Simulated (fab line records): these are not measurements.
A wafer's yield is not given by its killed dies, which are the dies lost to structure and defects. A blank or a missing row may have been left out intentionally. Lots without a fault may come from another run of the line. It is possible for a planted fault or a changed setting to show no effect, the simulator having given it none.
A lot that was struck, set against a sound lot	flow nand-harc	17 out of 1159 route steps
Sound: the wafers L307.4, L307.5, L307.6. Wafers struck: L315.1, L315.2, L315.3. The cause is named last.
At each step with rows: each side's tool, then ch and its chambers, then its first start. Under that, the readings that differ: sound wafers	struck wafers	difference of the means	sigmas: that difference in standard deviations of wafers without a fault.
alike: words and numbers the same on both sides, and readings whose means are apart by under 2 such deviations; not compared: readings that were withheld, readings missing a value for some wafer, numbers with overlapping values and no deviation given by the record, and bounds like >300 which may hide the same value.
A row with sigmas, a row that says differs or no value, or rows on one side alone: a step with any of these is where the two part. Numbers that have no deviation but don't overlap get no sigmas and don't part them. Lack of a reading on every wafer of one side parts them only where that side has two or more wafers.

NHARC_A_CONTACT_ETCH_106: etches the open film in CF4/O2, target depth 60 nm, overetch 6 nm, time 33 s.
  sound on rie-diel-10 ch 0,2,3, day 16 22:43; struck on rie-diel-10 ch 0,2,3, day 19 15:16
  alike: drypump-motor-current-A, oes_o_777_au, oes-product-au, rf-vpp-V, showerhead-plenum-p-Torr, throttle-valve-pct
  not compared: rf-hours-counter-h
NHARC_A_CONTACT_STRIP_82: strips in O2.
  sound: rie-diel-10 ch 1,2,3; struck: rie-diel-10 ch 0,1,3
  alike: drypump-motor-current-A, oes-product-au, rf-vpp-V, showerhead-plenum-p-Torr, throttle-valve-pct
  not compared: rf-hours-counter-h
then, 1 step without rows for these wafers: NHARC_A_CONTACT_STRIP_83 (strips in post etch residue remover, time 600 s).
NHARC_A_CONTACT_DEP_84: deposits aC, target thk 2000 nm.
  sound on acl-dep-03 ch 0, day 17 00:46; struck on acl-dep-01 ch 0, day 19 15:54
  alike: throttle-valve-pct
NHARC_A_CONTACT_DEP_85: deposits SiON, target thk 50 nm.
  sound on pecvd-02 ch 0,1,2, day 17 01:32; struck on pecvd-03 ch 0,1,2, day 19 17:10
  alike: chamber-pressure-Torr, heater-power-w
then, 7 steps without rows for these wafers: NHARC_A_CONTACT_DEHYDRATE_00 (time 120 s); NHARC_A_CONTACT_HMDS_01 (time 30 s); NHARC_A_CONTACT_COAT_86 (time 75 s); NHARC_A_CONTACT_COAT_87 (time 65 s); NHARC_A_CONTACT_COAT_02 (resist thk 90 nm); NHARC_A_CONTACT_SOFTBAKE_03 (time 55 s); NHARC_A_CONTACT_EBR_04.
NHARC_A_CONTACT_EXPOSE_05: exposes mask A CC.
  sound on arfi-scanner-03 ch 0, day 17 02:02; struck on arfi-scanner-01 ch 0, day 19 17:37
reading	sound	struck	difference	sigmas
exposure-dose-mJ-cm2	84.32 84.24 84.32	120.00 120.10 120.08	+35.77	+99 or more
  alike: mask
then, 2 steps without rows for these wafers: NHARC_A_CONTACT_PEB_06 (peb time 65 s); NHARC_A_CONTACT_DEVELOP_07 (develop time 35 s).
NHARC_A_CONTACT_CD_MEAS_08: the cd target is 100 nm.
  sound on cd-sem-01 ch 0, day 17 02:11; struck on cd-sem-03 ch 0, day 19 17:45
reading	sound	struck	difference	sigmas
cd-nm (nm)	100.5 100.5 100.4	128.8 128.0 128.5	+28.0	+47
NHARC_A_CONTACT_OVL_MEAS_09:
  struck on overlay-02, day 19 17:50; sound on overlay-02, day 17 02:16
  alike: overlay-x-nm, overlay-y-nm

WHERE THEY PART
First at NHARC_A_CONTACT_EXPOSE_05; last, within this record, at NHARC_A_CONTACT_CD_MEAS_08. Later steps at which nothing parts them and some readings are alike: NHARC_A_CONTACT_OVL_MEAS_09.

WHY: what the simulator had put in
Process parameter drift: arfi-scanner-01, from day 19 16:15 on, at NHARC_A_CONTACT_EXPOSE_05. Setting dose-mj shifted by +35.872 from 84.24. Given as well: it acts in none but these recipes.
